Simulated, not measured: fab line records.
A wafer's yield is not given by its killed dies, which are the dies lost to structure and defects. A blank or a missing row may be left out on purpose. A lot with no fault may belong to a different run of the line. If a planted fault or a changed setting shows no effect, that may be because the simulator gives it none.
Matching of chambers | flow nand-harc | NHARC_A_STAIRCASE_DESCUM_291 on rie-diel-04: 4 sister chambers
The step chemistry O2, time 3 s. 24 wafers are shown with their chamber, then 12 later ones without.

== WAFERS, EACH WITH ITS CHAMBER ==
wafer  | chamber | drypump-motor-current-A (A) | showerhead-plenum-p-Torr (Torr) | oes-product-au (a.u.)
L076.2 | 1       | 5.6                         | 1.93                            | 1.018
L076.3 | 0       | 6.6                         | 1.95                            | 1.015
L076.4 | 2       | 5.6                         | 1.87                            | 1.012
L078.1 | 1       | 5.7                         | 1.93                            | 0.998
L078.3 | 0       | 6.6                         | 1.94                            | 1.004
L078.5 | 0       | 6.6                         | 1.94                            | 1.007
L077.2 | 1       | 5.7                         | 1.93                            | 1.014
L077.5 | 0       | 6.6                         | 1.94                            | 1.016
L077.6 | 1       | 5.7                         | 1.93                            | 1.009
L079.3 | 1       | 5.6                         | 1.92                            | 1.005
L079.5 | 3       | 5.6                         | 1.78                            | 0.986
L079.6 | 0       | 6.6                         | 1.94                            | 1.002
L084.2 | 3       | 5.6                         | 1.77                            | 1.001
L084.3 | 2       | 5.6                         | 1.86                            | 1.005
L084.6 | 1       | 5.6                         | 1.92                            | 0.992
L085.2 | 3       | 5.6                         | 1.77                            | 0.998
L085.3 | 0       | 6.6                         | 1.94                            | 1.000
L085.4 | 1       | 5.6                         | 1.92                            | 0.991
L087.2 | 1       | 5.7                         | 1.92                            | 0.996
L087.4 | 2       | 5.6                         | 1.86                            | 1.003
L087.5 | 0       | 6.6                         | 1.93                            | 1.015
L090.1 | 3       | 5.6                         | 2.08                            | 0.977
L090.3 | 1       | 5.7                         | 1.91                            | 0.999
L090.6 | 2       | 5.6                         | 1.86                            | 0.999

SIGNATURES, as means of the wafers listed above
reading                  | chamber 0 | chamber 1 | chamber 2 | chamber 3 | scatter within a chamber
drypump-motor-current-A  | 6.600     | 5.656     | 5.600     | 5.600     | 0.0333
showerhead-plenum-p-Torr | 1.9400    | 1.9233    | 1.8625    | 1.8500    | 0.0597
oes-product-au           | 1.00843   | 1.00244   | 1.00475   | 0.99050   | 0.00858
Rule: a wafer's distance from a chamber is the root of the sum, over the readings, of the square of ((its reading less the chamber's mean) divided by the reading's scatter). The wafer belongs to the nearest chamber; if the next one is less than 2 further off, it can't be placed. The scatter: take each reading less its chamber's mean, square it, sum over the shown wafers, divide by the number of wafers less the number of chambers, and take the root.

== WAFERS WHOSE CHAMBER IS MISSING ==
wafer  | drypump-motor-current-A (A) | showerhead-plenum-p-Torr (Torr) | oes-product-au (a.u.)
L092.1 | 5.6                         | 1.85                            | 0.989
L092.2 | 6.6                         | 1.93                            | 1.013
L092.5 | 6.6                         | 1.93                            | 1.027
L093.3 | 5.6                         | 1.85                            | 1.008
L093.5 | 5.6                         | 1.91                            | 1.000
L093.6 | 6.6                         | 1.93                            | 1.013
L096.1 | 6.6                         | 1.93                            | 1.017
L096.5 | 5.5                         | 1.85                            | 0.993
L096.6 | 5.6                         | 2.07                            | 0.988
L097.1 | 5.7                         | 1.91                            | 1.003
L097.4 | 6.6                         | 1.92                            | 1.008
L097.5 | 5.6                         | 2.07                            | 0.993

== WHICH CHAMBER EACH ONE RAN IN ==
wafer  | from the rows above          | in truth
L092.1 | can't be placed: 3 or 2      | 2
L092.2 | 0                            | 0
L092.5 | 0                            | 0
L093.3 | can't be placed: 2 or 3 or 1 | 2
L093.5 | can't be placed: 2 or 3 or 1 | 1
L093.6 | 0                            | 0
L096.1 | 0                            | 0
L096.5 | can't be placed: 3 or 2 or 1 | 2
L096.6 | can't be placed: 1 or 3 or 2 | 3
L097.1 | can't be placed: 1 or 2      | 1
L097.4 | 0                            | 0
L097.5 | can't be placed: 1 or 3 or 2 | 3
Correct placement for 5 of the 12. These rows do not allow placing 7 (true chamber among the candidates in 7). 0 placed wrongly.
